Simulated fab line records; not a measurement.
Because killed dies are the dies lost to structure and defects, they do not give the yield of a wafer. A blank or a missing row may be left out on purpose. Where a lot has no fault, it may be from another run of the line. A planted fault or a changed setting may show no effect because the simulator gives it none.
Split-lot trial | flow n5Finfet | 7 lots, 21 wafers read, on a route of 1938 steps

ABOUT THE SPLIT
At N5_BEOL_M6_ETCH_62 (etches SOC in N2/H2, target depth 110 nm, overetch 22 nm, time 165 s), the setting timeS was moved away from the recipe's 165 s on 10 of the 21 wafers read, by -14.5% to +13.2%. For the rest of the wafers, this setting stayed at what the recipe calls for.

Reading taken at the split's own step.

THE READING
SiARC_of_BEOL_M6_COAT_60.thkNm (the simulator's own value, which no gauge read), in nm, at N5_BEOL_M6_ETCH_62 (etches SOC in N2/H2, target depth 110 nm, overetch 22 nm, time 165 s). The file does not state a usual value for it. The 11 wafers here that ran the recipe average 28.3 nm, standard deviation 0.17 nm.

wafer  | tool, chamber at the split | timeS as run, s | against the recipe | SiARC_of_BEOL_M6_COAT_60.thkNm, nm | against lot-mates on the recipe
L077.1 | rieDiel-04, 1,3            | 165             | recipe             | 28.2                               | -
L077.5 | rieDiel-04, 1,3            | 165             | recipe             | 28.2                               | -
L077.6 | rieDiel-04, 0              | 141             | -14.5%             | 29.4                               | +1.2
L078.3 | rieDiel-02, 0              | 152             | -7.9%              | 28.8                               | +0.6
L078.4 | rieDiel-02, 2              | 165             | recipe             | 28.2                               | -
L078.5 | rieDiel-02, 0              | 152             | -7.9%              | 28.6                               | +0.4
L076.2 | rieDiel-04, 0,3            | 184.9           | +12.1%             | 27.6                               | no lot-mate on the recipe
L076.6 | rieDiel-04, 0,3            | 184.9           | +12.1%             | 27.6                               | no lot-mate on the recipe
L076.5 | rieDiel-04, 0              | 184.9           | +12.1%             | 27.8                               | no lot-mate on the recipe
L086.3 | rieDiel-04, 0,2            | 165             | recipe             | 28.6                               | -
L086.4 | rieDiel-04, 0,2            | 165             | recipe             | 28.6                               | -
L086.6 | rieDiel-04, 0              | 149.9           | -9.2%              | 29.4                               | +0.8
L087.3 | rieDiel-03, 2              | 165             | recipe             | 28.2                               | -
L087.6 | rieDiel-03, 2              | 165             | recipe             | 28.2                               | -
L087.5 | rieDiel-03, 3              | 165             | recipe             | 28.4                               | -
L089.2 | rieDiel-04, 2              | 165             | recipe             | 28.6                               | -
L089.4 | rieDiel-04, 2              | 148.8           | -9.8%              | 29.2                               | +0.8
L089.6 | rieDiel-04, 3              | 165             | recipe             | 28.2                               | -
L096.2 | rieDiel-02, 2              | 165             | recipe             | 28.4                               | -
L096.5 | rieDiel-02, 3,0            | 186.7           | +13.2%             | 27.4                               | -1.0
L096.6 | rieDiel-02, 3,0            | 186.7           | +13.2%             | 27.4                               | -1.0
The file does not say which wafer passed through which chamber wherever a row lists several chambers: such a row stands for several wafers.

FIT RESULTS
A straight line over all 21 wafers: SiARC_of_BEOL_M6_COAT_60.thkNm changes by -0.0684 nm for each +1% of timeS; r = -0.95; the points scatter about the line by 0.19 nm.
The same after taking each lot's own level away (the mean of its wafers on the recipe; 18 wafers): -0.0775 nm for each +1%; r = -0.98; scatter 0.1 nm.
The reading moves by 1.1 nm for the largest change in timeS, on that fit.
Measured against the standard deviation above, the lots' own levels, which go from 28.20 to 28.60 nm, span 2.3 times it.
So the slope is not independent of the lot-to-lot level: the two fits are not the same.
Check: +1.1 nm against its lot-mates is what the line predicts for one of the wafers moved furthest among these (-14.5%) when that wafer is left out of the fit. It came out at +1.2 nm against them.

OTHER SPLITS APPLIED TO THESE WAFERS
Note: prior to the reading, these wafers also went through further splits. Each is held against what the fit with the lots' levels taken away leaves over:
other split on the same wafers    | wafers away from the commonest value | r with SiARC_of_BEOL_M6_COAT_60.thkNm (lot level and that fit taken away)
N5_BEOL_M4_COAT_05 spinRpm        | 7                                    | -0.31
N5_BEOL_M5_VIA_ETCH_34 sourceW    | 5                                    | +0.06
N5_BEOL_M5_TRENCH_ETCH_37 sourceW | 9                                    | -0.29

THE FILE'S OWN FIT
SiARC_of_BEOL_M6_COAT_60.thkNm changes by -0.0793 nm for each +1% of timeS, r = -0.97.
